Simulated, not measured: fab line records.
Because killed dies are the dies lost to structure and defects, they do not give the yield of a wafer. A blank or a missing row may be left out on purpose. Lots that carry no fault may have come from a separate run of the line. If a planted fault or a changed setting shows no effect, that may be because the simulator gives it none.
The same fault as seen by 2 desks || flow n5-finfet || every desk sees just its own numbers, and what lay behind them comes last

THE DEFECT DESK
Inspection counts along the route, by lot: the mean over sampled wafers that carry a number. A lot is out of limits, marked OUT, if its mean lies more than 4 standard deviations from the usual mean; the brackets give that distance.
Columns: A = raw-defect-count at N5_SPACER0_INSPECT_04, usual 129
{"lot": "L154", "first seen here": "day 2 22:17", "A": 133}
{"lot": "L155", "first seen here": "day 3 10:34", "A": 166}
{"lot": "L156", "first seen here": "day 3 12:31", "A": 80}
{"lot": "L157", "first seen here": "day 3 17:50", "A": 165}
{"lot": "L158", "first seen here": "day 3 23:18", "A": 168}
{"lot": "L159", "first seen here": "day 4 08:43", "A": 121}
{"lot": "L160", "first seen here": "day 4 13:35", "A": 125}
{"lot": "L162", "first seen here": "day 5 00:11", "A": 136}
{"lot": "L164", "first seen here": "day 5 14:34", "A": 116}
{"lot": "L173", "first seen here": "day 7 19:05", "A": 149}
{"lot": "L174", "first seen here": "day 7 23:56", "A": 109}
{"lot": "L175", "first seen here": "day 8 06:44", "A": 117}
{"lot": "L176", "first seen here": "day 8 13:01", "A": 137}
{"lot": "L177", "first seen here": "day 8 23:19", "A": 127}
This desk found nothing out of limits on any of the 14 lots.

TOOL OWNER'S DESK, arfi-scanner-01
The tool's own readings at N5_SD_EPI_N_EXPOSE_06 (exposes mask SD N BLK, target cd 120 nm): means of the sampled wafers that have a number, for each lot that ran on this tool. A lot is out of limits, marked OUT, if its mean lies more than 4 standard deviations from the usual mean; the brackets give that distance.
Columns: A = exposure-dose-mJ-cm2 at N5_SD_EPI_N_EXPOSE_06, usual 39.73; B = focus-offset-nm at N5_SD_EPI_N_EXPOSE_06, usual 0.1 nm
{"lot": "L154", "first seen here": "day 2 22:35", "A": 39.69, "B": 0.1}
{"lot": "L156", "first seen here": "day 3 12:48", "A": 39.75, "B": -0.0}
{"lot": "L158", "first seen here": "day 3 23:35", "A": 39.75, "B": 0.7}
{"lot": "L159", "first seen here": "day 4 08:52", "A": 39.76, "B": 0.2}
{"lot": "L162", "first seen here": "day 5 00:27", "A": 39.76, "B": -0.0}
{"lot": "L175", "first seen here": "day 8 06:53", "A": 39.78, "B": -0.0}
This desk found nothing out of limits on any of the 6 lots.

BROUGHT TOGETHER
The defect desk saw nothing out of limits.
Nothing out of limits was seen by the tool owner's desk.

WHAT THE SIMULATOR PUT IN
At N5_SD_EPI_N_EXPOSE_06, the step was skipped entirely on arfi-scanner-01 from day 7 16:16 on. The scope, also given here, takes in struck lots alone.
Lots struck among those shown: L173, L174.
